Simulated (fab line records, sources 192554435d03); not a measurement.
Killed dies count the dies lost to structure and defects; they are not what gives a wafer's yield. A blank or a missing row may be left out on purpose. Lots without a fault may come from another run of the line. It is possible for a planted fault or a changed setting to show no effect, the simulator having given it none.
Split-lot experiment ; flow n5Finfet ; 21 wafers read across 7 lots, on a route 1938 steps long

== ON THE SPLIT ==
At N5_BEOL_M4_TRENCH_ETCH_37 (etches SiOC in C4F6/O2, target depth 55.555 nm, time 29.2 s), the setting sourceW was moved away from the recipe's 355 W on 6 of the 21 wafers read, by -14.3% to +12.6%. The other wafers ran this setting at the recipe's value.

Reading taken at the split's own step.

== THE READING ==
rfVppV, in V, at N5_BEOL_M4_TRENCH_ETCH_37 (etches SiOC in C4F6/O2, target depth 55.555 nm, time 29.2 s). On this fab line, fault-free wafers typically give 662 V with a standard deviation of 8.7 V.

wafer;tool, chamber at the split;sourceW as run, W;against the recipe;rfVppV, V;against lot-mates on the recipe
L076.3;rieDiel-01, 1;355;recipe;678;-
L076.4;rieDiel-01, 2;399.8;+12.6%;628;-44
L076.5;rieDiel-01, 2;355;recipe;666;-
L078.2;rieDiel-04, 1;355;recipe;663;-
L078.3;rieDiel-04, 1;355;recipe;663;-
L078.4;rieDiel-04, 2;355;recipe;661;-
L080.2;rieDiel-02, 0;355;recipe;659;-
L080.3;rieDiel-02, 2;355;recipe;660;-
L080.4;rieDiel-02, 3;355;recipe;663;-
L083.2;rieDiel-02, 1;355;recipe;657;-
L083.3;rieDiel-02, 2;355;recipe;659;-
L083.6;rieDiel-02, 1;355;recipe;653;-
L084.1;rieDiel-01, 1;304.4;-14.3%;732;no lot-mate on the recipe
L084.2;rieDiel-01, 3;304.4;-14.3%;732;no lot-mate on the recipe
L084.3;rieDiel-01, 0;304.4;-14.3%;707;no lot-mate on the recipe
L087.1;rieDiel-04, 2;396.6;+11.7%;626;-54
L087.2;rieDiel-04, 3;355;recipe;680;-
L087.4;rieDiel-04, 0;396.6;+11.7%;609;-71
L090.1;rieDiel-02, 2;355;recipe;659;-
L090.2;rieDiel-02, 1;355;recipe;655;-
L090.3;rieDiel-02, 0;355;recipe;659;-

THE FIT
A straight line over all 21 wafers: rfVppV changes by -3.93 V for each +1% of sourceW; r = -0.95; the points scatter about the line by 9.2 V.
The same after taking each lot's own level away (the mean of its wafers on the recipe; 18 wafers): -4.65 V for each +1%; r = -0.96; scatter 6.1 V.
Per that fit: largest sourceW move, reading shift of 66 V.
The span of the lots' own levels, 656.3 to 680.0 V, comes to 2.7 times the standard deviation stated above.
In other words, the slope is changed by the lot-to-lot level; the two fits disagree.
Check: for one of the wafers moved furthest among these (+12.6%), held out of the fit, the line's prediction against its lot-mates is -67.3 V. Against them it came out at -44 V.
Tool readings at the split's step, against how far the setting was moved: rfVppV r = -0.95.

== THE OTHER SPLITS THESE WAFERS WENT THROUGH ==
Before the reading, these wafers also passed through other splits. Each is held against what the fit with the lots' levels taken away leaves over:
other split on the same wafers;wafers away from the commonest value;r with rfVppV (lot level and that fit taken away)
N5_BEOL_M4_DESCUM_33 timeS;9;-0.19

== FILE'S OWN FIT ==
rfVppV changes by -4.33 V for each +1% of sourceW, r = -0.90.
